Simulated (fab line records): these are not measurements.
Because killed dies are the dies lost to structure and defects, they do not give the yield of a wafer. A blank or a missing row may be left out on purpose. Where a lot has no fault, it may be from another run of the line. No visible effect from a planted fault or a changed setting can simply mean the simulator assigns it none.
Chamber matching ; flow n5-finfet ; N5_MOL_CONTACT_COAG_CO_FILL_22 on cvd-co-02: 3 sister chambers
The step material Co, precursor CCTBA/H2, target thk 20 nm. 6 wafers are shown with their chamber, then 11 later ones without.

## EACH WAFER AND ITS CHAMBER
wafer;chamber;heater-power-w (W);susceptor-temp-C (C)
L084.3;0;245;199.97
L084.5;1;251;199.95
L087.1;1;258;200.09
L088.4;0;243;200.15
L088.5;2;215;199.93
L090.1;2;210;200.06

## WAFERS WHOSE CHAMBER IS MISSING
wafer;heater-power-w (W);susceptor-temp-C (C)
L090.5;246;200.20
L090.6;211;199.99
L093.2;248;199.95
L093.4;245;199.91
L093.6;246;200.01
L097.1;210;200.03
L097.3;244;199.82
L097.6;203;200.06
L096.1;211;199.97
L096.3;244;200.20
L096.4;244;199.82

## WHICH CHAMBER EACH ONE RAN IN
wafer;from the rows above;in truth
L090.5;can't be placed: 0 or 1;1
L090.6;2;2
L093.2;can't be placed: 0 or 1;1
L093.4;can't be placed: 0 or 1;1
L093.6;can't be placed: 0 or 1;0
L097.1;2;2
L097.3;can't be placed: 0 or 1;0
L097.6;2;2
L096.1;2;2
L096.3;0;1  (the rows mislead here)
L096.4;can't be placed: 0 or 1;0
Correctly placed: 4 of 11. From these rows, 6 cannot be placed; in 6 the true chamber is one of the candidates. 1 placed wrongly.
How it was worked out, from the rows above alone: a wafer's distance from a chamber is the root of the sum, over the readings, of the square of ((its reading less the chamber's mean) divided by the reading's scatter). The wafer belongs to the nearest chamber; if the next one is less than 2 further off, it can't be placed. Each chamber's mean is taken over the wafers shown for it. The scatter is the square root of a quotient: the sum, over the shown wafers, of each reading's squared deviation from its chamber's mean, divided by wafers minus chambers.
